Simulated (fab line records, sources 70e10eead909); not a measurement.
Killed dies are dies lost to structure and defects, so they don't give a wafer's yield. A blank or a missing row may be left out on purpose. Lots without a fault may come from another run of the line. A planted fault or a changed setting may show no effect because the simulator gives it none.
fab line records | flow nand_harc
record lots=24 wafers=72 last_day=24
route steps=1159 shown A_STAIRCASE@551
lots that met no fault: from a run of the same line without faults
start_h: hours from the record's first day to the start of the lot's first wafer shown | wait_h: hours since the lot's step before | " the same as in the row above | L1.1+2: a row that stands for several wafers | - no value, or no start given | * or withheld: withheld | < > ~ a bound
route shown NAME@n: a module of which the file shows steps, and the number in the route of the first | usual: mean/standard deviation of fault-free wafers | same: alike in all rows | chamber/n: place in a boat | sites: the reading at each site | _std_site: their standard deviation | _edge_site: outer sites' mean less inner sites' | radius_mm: how far each site lies from the wafer's centre | mask NAME#n: copy n | behind: the tool/chamber that last shaped the wafer | hold: why the lot was held/for how many hours/how that ended | device: the transistor (n, p or np) that didn't switch | end of line: the same wafers' tests at the end of the route | a step without rows: its recipe alone | killed: dies lost to structure and defects at the first sort, not the wafer's yield | map: a wafer's dies, x killed, . not, _ none there
set.NAME: the setting as run; set.NAME@STEP: as run at that earlier step | model.NAME: the simulator's own value behind a step, which no gauge read
steps of the route over a sample of lots; a table a step, a row a wafer
services: from which hour (start_h, from the record's first day; less than 0 if before it) a tool's chamber was out of use, for how many hours, and why
## steps
# step NHARC_A_STAIRCASE_ETCH_15
# recipe target_depth_a=1000 time_s=40.5 ion_energy_ev=400 c4f8_flow_sccm=20 o2_flow_sccm=10 ar_flow_sccm=withheld rf_w=600 bias_w=1000 chemistry=C4F8/O2
# usual oes_product_au=0.942/0.013 rf_vpp_V=897/4.7
# columns lot.wafer tool chamber start_h wait_h oes_product_au rf_hours_counter_h rf_vpp_V
L074.1 rie_diel-11 3 - - 0.924 16 903
L074.4 " 1 " " 0.916 16 894
L074.5 " 2 " " 0.948 - 892
L075.3 rie_diel-11 0 - - 0.943 17 902
L075.4 " 1 " " 0.928 18 892
L075.2 " 2 " " 0.947 18 891
L076.2 rie_diel-01 3 - - 0.950 38 898
L076.1 " 1 " " 0.935 32 888
L076.6 " 0 " " 0.946 - 898
L077.1 rie_diel-11 0 - - 0.943 19 902
L077.4 " 3 " " 0.934 21 901
L077.5 " 1 " " 0.932 - 894
L078.3 rie_diel-01 0 - - 0.955 37 898
L078.5 " 0 " " 0.946 - 899
L078.6 " 1 " " 0.947 - 890
L079.1 rie_diel-01 2 - - 0.958 43 902
L079.2 " 3 " " 0.951 44 898
L079.5 " 2 " " 0.953 - 902
L080.3 rie_diel-01 1 - - 0.944 39 890
L080.2 " 3 " " 0.936 45 898
L080.4 " 0 " " 0.943 40 897
L082.2 rie_diel-11 3 - - 0.913 33 902
L082.6 " 2 " " 0.928 - 891
L082.5 " 3 " " 0.916 - 900
L081.4 rie_diel-11 2 - - 0.931 36 892
L081.2 " 3 " " 0.917 33 901
L081.5 " 1 " " 0.912 - 894
L083.2 rie_diel-11 1 - - 0.935 34 894
L083.4 " 2 " " 0.947 37 890
L083.3 " 3 " " 0.932 35 901
L084.2 rie_diel-01 2 - - 0.932 53 902
L084.1 " 0 " " 0.937 49 898
L084.4 " 1 " " 0.933 48 890
L085.3 rie_diel-01 1 - - 0.937 56 887
L085.1 " 2 " " 0.939 59 902
L085.2 " 3 " " 0.927 61 898
L087.4 rie_diel-13 2 - - 0.962 9 898
L087.1 " 1 " " 0.950 9 897
L087.6 " 3 " " 0.942 - 893
L086.3 rie_diel-11 2 - - 0.963 47 891
L086.1 " 3 " " 0.934 45 900
L086.6 " 3 " " 0.931 - 901
L088.1 rie_diel-13 1 - - 0.954 14 898
L088.2 " 2 " " 0.960 14 896
L088.4 " 3 " " 0.940 13 892
L090.3 rie_diel-13 2 - - 0.967 17 899
L090.4 " 0 " " 0.966 16 904
L090.1 " 1 " " 0.946 16 897
L089.2 rie_diel-01 0 - - 0.923 3 896
L089.3 " 2 " " 0.933 2 902
L089.5 " 0 " " 0.933 - 896
L091.2 rie_diel-13 0 - - 0.958 18 904
L091.4 " 2 " " 0.956 19 898
L091.5 " 3 " " 0.937 - 892
L092.3 rie_diel-01 3 - - 0.951 8 898
L092.6 " 2 " " 0.945 - 901
L092.5 " 3 " " 0.937 - 898
L093.4 rie_diel-13 0 - - 0.968 24 905
L093.2 " 2 " " 0.965 25 896
L093.3 " 3 " " 0.954 25 893
L094.1 rie_diel-11 2 - - 0.944 57 891
L094.3 " 3 " " 0.931 56 902
L094.5 " 2 " " 0.953 - 891
L096.4 rie_diel-13 1 - - 0.940 30 898
L096.3 " 2 " " 0.942 31 898
L096.6 " 1 " " 0.941 - 897
L097.4 rie_diel-13 3 - - 0.913 33 894
L097.2 " 0 " " 0.944 32 904
L097.5 " 3 " " 0.914 - 893
L095.2 rie_diel-13 3 - - 0.921 33 892
L095.3 " 1 " " 0.938 33 898
L095.5 " 3 " " 0.930 - 892
# step NHARC_A_STAIRCASE_ETCH_27
# recipe target_depth_a=1000 time_s=40.5 ion_energy_ev=400 c4f8_flow_sccm=20 o2_flow_sccm=10 ar_flow_sccm=withheld rf_w=600 bias_w=1000 chemistry=C4F8/O2
# usual oes_product_au=0.945/0.012 rf_vpp_V=898/4.7
# columns lot.wafer tool chamber start_h wait_h oes_product_au rf_hours_counter_h rf_vpp_V
L074.4 rie_diel-11 2 - - 0.940 18 893
L074.1 " 3 " " 0.930 18 900
L074.5 " 3 " " 0.930 - 900
L075.4 rie_diel-13 0 - - 0.950 47 904
L075.3 " 1 " " 0.936 46 899
L075.2 " 2 " " 0.942 51 897
L076.2 rie_diel-13 0 - - 0.950 49 904
L076.1 " 1 " " 0.948 49 899
L076.6 " 0 " " 0.961 - 906
L077.1 rie_diel-01 0 - - 0.930 35 899
L077.4 " 1 " " 0.937 34 890
L077.5 " 1 " " 0.941 - 889
L078.3 rie_diel-11 2 - - 0.939 24 891
L078.6 " 0 " " 0.930 - 902
L078.5 " 2 " " 0.942 - 893
L079.1 rie_diel-01 2 - - 0.957 45 903
L079.2 " 3 " " 0.946 46 899
L079.5 " 2 " " 0.966 - 903
L080.2 rie_diel-13 3 - - 0.940 57 894
L080.3 " 1 " " 0.933 58 900
L080.4 " 2 " " 0.941 65 897
L082.2 rie_diel-01 2 - - 0.946 52 902
L082.6 " 2 " " 0.947 - 904
L082.5 " 3 " " 0.952 - 898
L081.4 rie_diel-13 1 - - 0.959 0 898
L081.2 " 2 " " 0.966 0 897
L081.5 " 3 " " 0.934 - 892
L083.4 rie_diel-11 3 - - 0.916 36 900
L083.3 " 0 " " 0.957 35 904
L083.2 " 2 " " 0.940 39 892
L084.4 rie_diel-13 0 - - 0.953 2 905
L084.2 " 2 " " 0.956 2 897
L084.1 " 3 " " 0.932 2 893
L085.3 rie_diel-11 2 - - 0.950 45 891
L085.1 " 0 " " 0.947 41 903
L085.2 " 1 " " 0.940 42 892
L087.4 rie_diel-13 1 - - 0.943 10 897
L087.1 " 2 " " 0.944 10 897
L087.6 " 0 " " 0.972 - 905
L086.3 rie_diel-11 0 - - 0.937 45 902
L086.1 " 1 " " 0.920 45 892
L086.6 " 1 " " 0.932 - 893
L088.2 rie_diel-13 0 - - 0.964 14 904
L088.1 " 2 " " 0.956 15 897
L088.4 " 3 " " 0.937 14 892
L090.3 rie_diel-11 0 - - 0.950 48 903
L090.1 " 1 " " 0.934 48 892
L090.4 " 2 " " 0.943 50 890
L089.2 rie_diel-13 1 - - 0.949 17 897
L089.3 " 2 " " 0.962 17 897
L089.5 " 3 " " 0.953 - 892
L091.4 rie_diel-01 3 - - 0.948 4 897
L091.2 " 2 " " 0.942 4 902
L091.5 " 3 " " 0.938 - 898
L092.3 rie_diel-01 3 - - 0.939 9 897
L092.6 " 1 " " 0.952 - 889
L092.5 " 2 " " 0.946 - 903
L093.4 rie_diel-13 2 - - 0.950 27 896
L093.2 " 3 " " 0.950 26 893
L093.3 " 0 " " 0.965 26 905
L094.1 rie_diel-11 0 - - 0.954 57 902
L094.3 " 2 " " 0.953 59 891
L094.5 " 1 " " 0.940 - 892
L096.3 rie_diel-13 3 - - 0.950 30 892
L096.4 " 1 " " 0.955 31 898
L096.6 " 0 " " 0.968 - 903
L097.4 rie_diel-13 2 - - 0.949 35 897
L097.2 " 3 " " 0.933 34 892
L097.5 " 2 " " 0.960 - 897
L095.3 rie_diel-13 1 - - 0.954 35 899
L095.2 " 2 " " 0.947 35 896
L095.5 " 3 " " 0.934 - 892
# step NHARC_A_STAIRCASE_TRIM_224
# recipe time_s=211.2 o2_flow_sccm=500 ar_flow_sccm=0 bias_w=0 chemistry=O2
# usual drypump_motor_current_A=5.7/0.41 oes_product_au=1.006/0.012 rf_vpp_V=57.9/0.93 showerhead_plenum_p_Torr=3.57/0.13 throttle_valve_pct=17.037/0.01
# columns lot.wafer tool chamber start_h wait_h drypump_motor_current_A oes_product_au rf_hours_counter_h rf_vpp_V showerhead_plenum_p_Torr throttle_valve_pct
L074.1 rie_diel-13 1 - - 5.5 1.009 49 57.7 3.59 17.040
L074.4 " 0 " " 6.7 1.017 50 59.0 3.78 17.026
L074.5 " 1 " " 5.5 0.998 - 58.9 3.59 17.051
L075.4 rie_diel-01 0 - - 5.4 0.992 35 57.0 3.59 17.031
L075.3 " 1 " " 5.9 0.984 34 56.6 3.34 17.038
L075.2 " 3 " " 6.1 0.997 40 58.5 3.59 17.043
L076.1 rie_diel-11 0 - - 5.5 0.984 21 58.4 3.71 17.036
L076.2 " 2 " " 5.6 0.998 23 58.7 3.42 17.039
L076.6 " 3 " " 5.8 0.987 - 59.1 3.66 17.028
L077.4 rie_diel-13 1 - - 5.5 1.012 51 57.2 3.59 17.045
L077.1 " 0 " " 6.7 1.022 51 59.4 3.78 17.060
L077.5 " 1 " " 5.5 0.995 - 57.6 3.59 17.037
L078.3 rie_diel-11 0 - - 5.5 0.993 24 58.5 3.71 17.039
L078.5 " 1 " " 5.8 0.984 - 57.6 3.46 17.044
L078.6 " 2 " " 5.6 1.005 - 57.7 3.42 17.029
L080.2 rie_diel-01 1 - - 5.9 0.994 43 57.0 3.34 17.035
L080.4 " 2 " " 5.8 1.007 47 57.8 3.71 17.047
L080.3 " 3 " " 6.1 1.005 48 57.0 3.59 17.040
L079.2 rie_diel-01 3 - - 6.1 1.021 49 57.7 3.59 17.036
L079.1 " 1 " " 5.9 1.000 44 57.1 3.34 17.049
L079.5 " 2 " " 5.8 1.017 - 58.9 3.71 17.049
L082.2 rie_diel-13 2 - - 5.2 1.018 3 56.8 3.57 17.041
L082.6 " 1 " " 5.5 1.007 - 58.2 3.59 17.034
L082.5 " 2 " " 5.2 1.014 - 57.8 3.57 17.036
L081.4 rie_diel-13 3 - - 5.4 1.007 3 58.6 3.44 17.029
L081.2 " 1 " " 5.5 1.013 3 57.3 3.59 17.046
L081.5 " 0 " " 6.7 1.012 - 59.6 3.77 17.039
L083.3 rie_diel-01 2 - - 5.8 1.016 56 55.9 3.70 17.048
L083.2 " 3 " " 6.0 1.011 57 56.7 3.58 17.039
L083.4 " 1 " " 5.9 1.021 50 58.1 3.33 17.043
L084.2 rie_diel-13 2 - - 5.2 1.017 4 58.6 3.57 17.029
L084.1 " 3 " " 5.5 1.005 4 57.6 3.44 17.036
L084.4 " 0 " " 6.7 1.011 4 58.7 3.77 17.036
L085.1 rie_diel-13 2 - - 5.2 1.016 13 58.7 3.56 17.023
L085.2 " 0 " " 6.7 1.036 11 58.0 3.77 17.055
L085.3 " 1 " " 5.5 1.014 12 58.8 3.58 17.036
L087.4 rie_diel-13 1 - - 5.5 1.008 13 57.8 3.58 17.047
L087.1 " 3 " " 5.5 1.011 12 55.6 3.44 17.051
L087.6 " 0 " " 6.7 1.026 - 59.1 3.77 17.027
L086.3 rie_diel-11 1 - - 5.8 0.994 46 57.2 3.44 17.034
L086.1 " 3 " " 5.8 0.990 48 57.6 3.65 17.028
L086.6 " 0 " " 5.4 1.011 - 58.2 3.70 17.027
L088.4 rie_diel-13 1 - - 5.5 1.008 17 59.2 3.58 17.025
L088.2 " 2 " " 5.2 1.024 17 58.0 3.56 17.036
L088.1 " 0 " " 6.7 1.029 17 58.5 3.77 17.037
L090.4 rie_diel-13 2 - - 5.2 1.010 19 56.8 3.56 17.025
L090.3 " 3 " " 5.5 0.999 19 59.1 3.44 17.049
L090.1 " 1 " " 5.5 1.010 19 58.8 3.58 17.032
L089.3 rie_diel-11 1 - - 5.8 0.998 50 59.2 3.44 17.025
L089.2 " 2 " " 5.6 1.004 53 58.7 3.40 17.047
L089.5 " 3 " " 5.8 0.986 - 58.1 3.65 17.025
L091.2 rie_diel-13 3 - - 5.4 0.989 22 58.4 3.43 17.032
L091.4 " 1 " " 5.5 1.010 21 56.9 3.58 17.031
L091.5 " 3 " " 5.5 0.992 - 58.2 3.43 17.020
L092.3 rie_diel-11 1 - - 5.8 0.990 56 56.7 3.44 17.065
L092.6 " 0 " " 5.4 1.007 - 57.8 3.69 17.036
L092.5 " 1 " " 5.8 0.998 - 58.1 3.44 17.046
L093.2 rie_diel-13 3 - - 5.5 1.007 28 56.2 3.43 17.026
L093.3 " 0 " " 6.7 1.027 27 58.3 3.76 17.054
L093.4 " 1 " " 5.5 1.011 28 57.4 3.57 17.027
L094.3 rie_diel-13 3 - - 5.5 0.994 29 58.6 3.43 17.057
L094.1 " 0 " " 6.7 1.017 28 59.0 3.76 17.041
L094.5 " 3 " " 5.5 1.007 - 58.6 3.43 17.031
L096.3 rie_diel-01 0 - - 5.4 0.996 20 57.5 3.57 17.032
L096.4 " 3 " " 6.1 0.982 18 59.3 3.57 17.027
L096.6 " 1 " " 5.9 1.004 - 57.5 3.32 17.042
L097.4 rie_diel-01 1 - - 5.9 1.004 21 55.5 3.32 17.043
L097.2 " 0 " " 5.4 0.991 24 58.9 3.57 17.043
L097.5 " 1 " " 5.9 0.998 - 58.6 3.32 17.040
L095.3 rie_diel-11 2 - - 5.6 1.009 1 57.5 3.40 17.022
L095.2 " 0 " " 5.5 1.006 1 59.2 3.69 17.040
L095.5 " 3 " " 5.8 1.000 - 56.6 3.64 17.033
# step NHARC_A_STAIRCASE_ETCH_227
# recipe target_depth_a=1000 time_s=40.5 ion_energy_ev=400 c4f8_flow_sccm=20 o2_flow_sccm=10 ar_flow_sccm=withheld rf_w=600 bias_w=1000 chemistry=C4F8/O2
# usual oes_product_au=0.943/0.013 rf_vpp_V=898/4.5
# columns lot.wafer tool chamber start_h wait_h oes_product_au rf_hours_counter_h rf_vpp_V
L074.4 rie_diel-13 2 - - 0.947 55 898
L074.1 " 3 " " 0.934 49 895
L074.5 " 1 " " 0.950 - 899
L075.2 rie_diel-01 3 - - 0.951 40 900
L075.4 " 0 " " 0.951 35 897
L075.3 " 1 " " 0.939 34 889
L076.1 rie_diel-11 1 - - 0.923 22 892
L076.2 " 0 " " 0.937 21 903
L076.6 " 2 " " 0.955 - 890
L077.4 rie_diel-13 1 - - 0.954 51 898
L077.1 " 0 " " 0.968 51 903
L077.5 " 2 " " 0.953 - 898
L078.3 rie_diel-11 0 - - 0.940 24 903
L078.5 " 0 " " 0.941 - 902
L078.6 " 1 " " 0.924 - 893
L080.4 rie_diel-01 3 - - 0.946 48 899
L080.3 " 0 " " 0.934 44 899
L080.2 " 1 " " 0.949 43 890
L079.1 rie_diel-01 3 - - 0.948 49 899
L079.2 " 0 " " 0.931 45 896
L079.5 " 1 " " 0.926 - 889
L082.2 rie_diel-13 1 - - 0.945 3 897
L082.6 " 2 " " 0.968 - 897
L082.5 " 3 " " 0.954 - 892
L081.2 rie_diel-13 2 - - 0.954 4 898
L081.4 " 0 " " 0.963 4 904
L081.5 " 2 " " 0.957 - 898
L083.2 rie_diel-01 3 - - 0.946 57 897
L083.4 " 0 " " 0.939 51 898
L083.3 " 1 " " 0.935 51 889
L084.1 rie_diel-13 3 - - 0.950 5 893
L084.2 " 0 " " 0.960 4 904
L084.4 " 2 " " 0.945 5 898
L085.3 rie_diel-13 0 - - 0.954 12 905
L085.2 " 2 " " 0.943 13 898
L085.1 " 3 " " 0.947 12 893
L087.1 rie_diel-13 2 - - 0.939 14 898
L087.4 " 3 " " 0.940 12 893
L087.6 " 2 " " 0.953 - 897
L086.3 rie_diel-11 3 - - 0.943 48 901
L086.1 " 1 " " 0.948 47 894
L086.6 " 3 " " 0.932 - 898
L088.2 rie_diel-13 3 - - 0.927 17 892
L088.1 " 0 " " 0.970 17 905
L088.4 " 1 " " 0.951 17 899
L090.1 rie_diel-13 1 - - 0.936 19 899
L090.4 " 2 " " 0.946 20 897
L090.3 " 3 " " 0.938 19 891
L089.2 rie_diel-11 1 - - 0.943 51 893
L089.3 " 2 " " 0.933 54 891
L089.5 " 0 " " 0.956 - 903
L091.2 rie_diel-13 1 - - 0.966 22 898
L091.4 " 3 " " 0.928 22 891
L091.5 " 0 " " 0.972 - 904
L092.3 rie_diel-11 2 - - 0.939 59 890
L092.5 " 1 " " 0.926 - 892
L092.6 " 2 " " 0.933 - 891
L093.2 rie_diel-13 3 - - 0.932 28 893
L093.3 " 0 " " 0.949 28 903
L093.4 " 1 " " 0.943 29 898
L094.1 rie_diel-13 1 - - 0.939 30 898
L094.3 " 3 " " 0.930 29 892
L094.5 " 2 " " 0.936 - 897
L096.3 rie_diel-01 0 - - 0.930 21 898
L096.4 " 1 " " 0.955 18 888
L096.6 " 3 " " 0.922 - 898
L097.2 rie_diel-01 0 - - 0.932 24 897
L097.4 " 1 " " 0.951 21 887
L097.5 " 3 " " 0.909 - 897
L095.2 rie_diel-11 1 - - 0.919 1 894
L095.3 " 3 " " 0.947 2 900
L095.5 " 0 " " 0.949 - 901
# step NHARC_A_STAIRCASE_TRIM_233
# recipe time_s=211.2 o2_flow_sccm=500 ar_flow_sccm=0 bias_w=0 chemistry=O2
# usual drypump_motor_current_A=5.7/0.4 oes_product_au=1.004/0.012 rf_vpp_V=57.9/0.72 showerhead_plenum_p_Torr=3.56/0.13 throttle_valve_pct=17.037/0.0085
# columns lot.wafer tool chamber start_h wait_h drypump_motor_current_A oes_product_au rf_hours_counter_h rf_vpp_V showerhead_plenum_p_Torr throttle_valve_pct
L074.1 rie_diel-13 2 - - 5.2 1.018 55 55.9 3.58 17.051
L074.4 " 3 " " 5.5 1.008 49 57.8 3.45 17.034
L074.5 " 3 " " 5.5 0.999 - 59.4 3.45 17.055
L075.2 rie_diel-01 1 - - 5.9 0.988 35 57.4 3.34 17.030
L075.3 " 2 " " 5.8 1.014 39 57.8 3.71 17.047
L075.4 " 0 " " 5.4 0.990 36 58.3 3.59 17.051
L076.1 rie_diel-11 0 - - 5.4 0.994 21 59.8 3.71 17.028
L076.2 " 2 " " 5.6 1.010 23 57.7 3.42 17.025
L076.6 " 0 " " 5.4 0.995 - 56.7 3.71 17.039
L077.4 rie_diel-13 2 - - 5.2 1.013 58 57.1 3.58 17.036
L077.1 " 3 " " 5.5 0.996 52 56.5 3.45 17.020
L077.5 " 1 " " 5.5 1.009 - 58.3 3.59 17.036
L078.3 rie_diel-13 3 - - 5.5 0.995 55 57.9 3.45 17.040
L078.6 " 1 " " 5.5 1.009 - 58.7 3.59 17.040
L078.5 " 2 " " 5.3 1.014 - 57.7 3.57 17.047
L080.4 rie_diel-01 0 - - 5.4 0.996 45 57.2 3.59 17.040
L080.3 " 1 " " 5.9 0.999 44 56.6 3.34 17.036
L080.2 " 2 " " 5.8 1.006 48 58.2 3.71 17.045
L079.1 rie_diel-01 2 - - 5.8 0.996 50 57.8 3.71 17.033
L079.2 " 0 " " 5.4 0.996 46 59.0 3.59 17.042
L079.5 " 2 " " 5.8 0.993 - 59.2 3.71 17.044
L082.2 rie_diel-01 3 - - 6.1 1.004 56 57.9 3.58 17.041
L082.6 " 2 " " 5.8 1.006 - 58.7 3.70 17.029
L082.5 " 3 " " 6.1 1.014 - 58.4 3.58 17.040
L081.2 rie_diel-11 2 - - 5.6 0.992 40 58.1 3.41 17.049
L081.4 " 3 " " 5.8 0.988 37 58.3 3.66 17.034
L081.5 " 1 " " 5.8 0.997 - 58.3 3.45 17.032
L083.2 rie_diel-13 2 - - 5.2 1.025 5 57.0 3.57 17.025
L083.3 " 3 " " 5.5 1.001 5 58.3 3.44 17.049
L083.4 " 1 " " 5.5 1.003 5 57.0 3.58 17.036
L084.1 rie_diel-01 3 - - 6.1 1.013 57 58.0 3.58 17.040
L084.2 " 0 " " 5.4 0.996 52 58.0 3.59 17.033
L084.4 " 0 " " 5.4 1.002 - 58.5 3.59 17.035
L085.3 rie_diel-13 0 - - 6.7 1.026 12 57.8 3.77 17.045
L085.1 " 1 " " 5.5 1.002 13 57.1 3.58 17.033
L085.2 " 2 " " 5.2 1.009 14 58.5 3.56 17.028
L087.4 rie_diel-11 0 - - 5.4 1.016 44 59.3 3.70 17.034
L087.1 " 2 " " 5.6 1.002 47 57.4 3.40 17.036
L087.6 " 1 " " 5.9 0.995 - 57.7 3.44 17.040
L086.1 rie_diel-11 2 - - 5.6 1.001 50 58.0 3.40 17.028
L086.3 " 3 " " 5.8 0.979 48 58.3 3.65 17.036
L086.6 " 1 " " 5.8 1.000 - 57.3 3.44 17.037
L088.4 rie_diel-13 3 - - 5.5 0.991 18 57.1 3.44 17.047
L088.1 " 1 " " 5.5 1.016 18 57.9 3.58 17.037
L088.2 " 2 " " 5.2 1.014 18 59.0 3.56 17.047
L090.4 rie_diel-11 1 - - 5.8 0.992 50 57.9 3.44 17.041
L090.3 " 3 " " 5.8 0.994 52 57.1 3.65 17.045
L090.1 " 0 " " 5.5 1.016 51 57.8 3.70 17.035
L089.2 rie_diel-11 1 - - 5.8 0.984 51 57.6 3.44 17.043
L089.3 " 3 " " 5.8 0.984 52 57.5 3.65 17.036
L089.5 " 2 " " 5.6 1.001 - 58.1 3.40 17.030
L091.4 rie_diel-13 3 - - 5.5 0.996 22 57.6 3.43 17.062
L091.2 " 0 " " 6.6 1.015 22 57.3 3.76 17.025
L091.5 " 2 " " 5.2 1.008 - 57.9 3.56 17.046
L092.3 rie_diel-13 1 - - 5.5 1.005 27 57.9 3.57 17.029
L092.6 " 0 " " 6.7 1.012 - 57.0 3.76 17.034
L092.5 " 1 " " 5.5 1.009 - 59.3 3.57 17.043
L093.3 rie_diel-13 2 - - 5.2 1.014 30 57.8 3.55 17.024
L093.2 " 3 " " 5.5 0.999 29 58.5 3.43 17.036
L093.4 " 0 " " 6.7 1.022 29 58.0 3.76 17.049
L094.3 rie_diel-01 3 - - 6.1 0.983 16 58.9 3.57 17.051
L094.1 " 0 " " 5.4 0.994 18 58.8 3.57 17.028
L094.5 " 3 " " 6.1 0.990 - 57.8 3.57 17.033
L096.4 rie_diel-13 0 - - 6.7 1.030 33 58.0 3.76 17.041
L096.3 " 1 " " 5.5 1.007 34 58.2 3.57 17.037
L096.6 " 1 " " 5.5 1.001 - 58.0 3.57 17.015
L097.2 rie_diel-13 2 - - 5.2 1.016 39 57.9 3.55 17.032
L097.4 " 1 " " 5.5 1.000 38 57.6 3.57 17.045
L097.5 " 3 " " 5.5 0.994 - 56.9 3.43 17.028
L095.2 rie_diel-01 1 - - 5.9 1.007 22 56.5 3.32 17.046
L095.3 " 3 " " 6.2 0.980 25 58.5 3.57 17.023
L095.5 " 2 " " 5.8 0.998 - 57.7 3.69 17.026
# step NHARC_A_STAIRCASE_ETCH_292
# recipe cf4_flow_sccm=100 chf3_flow_sccm=30 ar_flow_sccm=0 rf_w=500 bias_w=200 chemistry=CF4/CHF3
# usual drypump_motor_current_A=5.7/0.44 oes_product_au=0.956/0.02 rf_vpp_V=371.2/2.1 showerhead_plenum_p_Torr=1.59/0.058 throttle_valve_pct=16.804/0.009
# columns lot.wafer tool chamber start_h wait_h drypump_motor_current_A oes_product_au rf_hours_counter_h rf_vpp_V showerhead_plenum_p_Torr throttle_valve_pct
L074.4 rie_diel-01 3 258.70 0.1 6.1 0.978 42 370.4 1.60 16.805
L074.1 " 2 " " 5.8 0.985 41 374.7 1.66 16.818
L074.5 " 3 " " 6.0 0.985 - 370.7 1.60 16.804
L075.4 rie_diel-13 0 259.30 0.1 6.6 0.952 52 374.0 1.69 16.798
L075.3 " 1 " " 5.4 0.930 52 370.9 1.60 16.811
L075.2 " 2 " " 5.2 0.939 59 370.7 1.60 16.803
L076.1 rie_diel-13 0 264.67 0.1 6.7 0.943 53 374.5 1.69 16.798
L076.2 " 1 " " 5.5 0.934 54 372.5 1.60 16.811
L076.6 " 1 " " 5.5 0.936 - 370.4 1.60 16.812
L077.1 rie_diel-13 3 266.49 0.1 5.5 0.972 54 369.3 1.54 16.821
L077.4 " 0 " " 6.6 0.978 54 374.4 1.69 16.799
L077.5 " 3 " " 5.4 0.974 - 370.2 1.54 16.801
L078.3 rie_diel-11 1 275.99 0.1 5.8 0.949 28 369.1 1.54 16.798
L078.5 " 1 " " 5.8 0.959 - 370.0 1.54 16.791
L078.6 " 2 " " 5.6 0.980 - 368.9 1.52 16.791
L080.4 rie_diel-01 1 285.68 0.1 5.8 0.973 47 367.5 1.48 16.797
L080.3 " 2 " " 5.8 0.993 52 374.7 1.65 16.808
L080.2 " 0 " " 5.4 0.958 48 371.1 1.60 16.801
L079.1 rie_diel-13 3 287.54 0.1 5.5 0.948 1 369.0 1.54 16.796
L079.2 " 0 " " 6.6 0.957 1 375.5 1.68 16.802
L079.5 " 3 " " 5.5 0.952 - 368.5 1.54 16.815
L082.2 rie_diel-13 1 299.46 0.1 5.4 0.963 5 370.4 1.60 16.817
L082.6 " 0 " " 6.7 0.977 - 374.3 1.68 16.813
L082.5 " 1 " " 5.5 0.954 - 372.5 1.60 16.804
L081.2 rie_diel-11 0 301.17 0.1 5.4 0.932 38 373.4 1.65 16.790
L081.4 " 3 " " 5.8 0.909 39 373.3 1.63 16.798
L081.5 " 0 " " 5.5 0.943 - 374.1 1.65 16.811
L083.2 rie_diel-11 3 307.18 0.1 5.8 0.945 40 372.5 1.63 16.797
L083.4 " 0 " " 5.5 0.966 39 372.9 1.65 16.806
L083.3 " 1 " " 5.7 0.948 40 368.1 1.54 16.794
L084.2 rie_diel-13 2 307.64 0.1 5.2 0.971 8 370.3 1.59 16.803
L084.1 " 3 " " 5.5 0.956 7 369.2 1.53 16.798
L084.4 " 0 " " 6.6 0.995 7 371.7 1.68 16.814
L085.2 rie_diel-01 2 324.17 0.1 5.8 0.958 0 373.1 1.65 16.808
L085.1 " 0 " " 5.4 0.958 0 370.9 1.60 16.825
L085.3 " 1 " " 5.8 0.980 0 367.0 1.48 16.798
L087.1 rie_diel-13 1 325.18 0.1 5.5 0.967 15 371.6 1.60 16.809
L087.4 " 3 " " 5.5 0.955 15 368.3 1.53 16.799
L087.6 " 1 " " 5.5 0.968 - 370.9 1.60 16.803
L086.1 rie_diel-11 3 332.87 0.1 5.8 0.957 50 371.1 1.63 16.806
L086.3 " 1 " " 5.8 0.971 49 368.7 1.53 16.808
L086.6 " 3 " " 5.8 0.951 - 372.1 1.63 16.806
L088.2 rie_diel-11 3 337.05 0.1 5.8 0.954 52 372.1 1.63 16.783
L088.4 " 0 " " 5.4 0.964 51 372.6 1.65 16.810
L088.1 " 1 " " 5.8 0.936 51 370.8 1.53 16.797
L090.3 rie_diel-13 0 344.80 0.1 6.7 0.966 22 374.6 1.68 16.803
L090.1 " 1 " " 5.5 0.970 22 370.6 1.59 16.804
L090.4 " 2 " " 5.2 0.967 23 371.7 1.59 16.807
L089.2 rie_diel-13 0 346.06 0.1 6.6 0.938 23 373.4 1.68 16.806
L089.3 " 1 " " 5.5 0.932 23 371.5 1.59 16.795
L089.5 " 1 " " 5.5 0.929 - 370.0 1.59 16.789
L091.4 rie_diel-11 2 349.09 0.1 5.6 0.925 57 368.0 1.52 16.798
L091.2 " 0 " " 5.4 0.930 54 373.8 1.65 16.796
L091.5 " 2 " " 5.6 0.931 - 369.6 1.52 16.807
L092.3 rie_diel-13 2 359.26 0.2 5.2 0.927 29 372.2 1.59 16.814
L092.5 " 3 " " 5.4 0.924 - 369.6 1.53 16.801
L092.6 " 0 " " 6.6 0.952 - 373.2 1.68 16.808
L093.4 rie_diel-13 2 369.42 0.1 5.2 0.967 32 370.1 1.58 16.798
L093.3 " 3 " " 5.4 0.941 32 369.9 1.53 16.822
L093.2 " 1 " " 5.5 0.949 32 371.3 1.59 16.784
L094.3 rie_diel-01 0 371.77 0.1 5.4 0.971 21 371.5 1.59 16.818
L094.1 " 2 " " 5.8 0.966 16 372.5 1.65 16.806
L094.5 " 1 " " 5.8 0.959 - 366.8 1.48 16.807
L096.3 rie_diel-13 2 381.71 0.1 5.2 0.976 39 371.4 1.58 16.810
L096.4 " 0 " " 6.7 0.996 38 373.4 1.68 16.818
L096.6 " 2 " " 5.2 0.988 - 371.4 1.58 16.811
L097.4 rie_diel-13 3 388.44 0.1 5.4 0.915 41 370.3 1.53 16.815
L097.2 " 0 " " 6.7 0.941 40 373.0 1.67 16.805
L097.5 " 2 " " 5.2 0.960 - 370.1 1.58 16.814
L095.3 rie_diel-01 3 388.66 0.1 6.1 0.962 27 371.0 1.59 16.801
L095.2 " 0 " " 5.4 0.960 28 371.3 1.59 16.792
L095.5 " 2 " " 5.8 0.956 - 373.4 1.64 16.793
## services
# columns tool chamber start_h hours kind
rie_diel-13 0 232.08 - clean
rie_diel-13 1 232.08 - clean
rie_diel-13 2 232.08 - clean
rie_diel-13 3 232.08 - clean
rie_diel-13 0 256.58 - clean
rie_diel-13 1 256.58 - clean
rie_diel-13 2 256.58 - clean
rie_diel-13 3 256.58 - clean
rie_diel-13 - 276.27 9.0 pm
rie_diel-13 0 276.27 9.0 vent_cycle
rie_diel-13 1 276.27 9.0 vent_cycle
rie_diel-13 2 276.27 9.0 vent_cycle
rie_diel-13 3 276.27 9.0 vent_cycle
rie_diel-13 0 285.27 - clean
rie_diel-13 1 285.27 - clean
rie_diel-13 1 285.27 - consumable_replace:focus_ring
rie_diel-13 2 285.27 - clean
rie_diel-13 3 285.27 - clean
rie_diel-13 3 285.27 - consumable_replace:focus_ring
rie_diel-01 2 296.42 3.8 repair
rie_diel-13 0 309.77 - clean
rie_diel-01 - 314.88 9.0 pm
rie_diel-01 2 362.64 2.9 repair
rie_diel-11 - 366.50 9.0 pm
## key
fault none
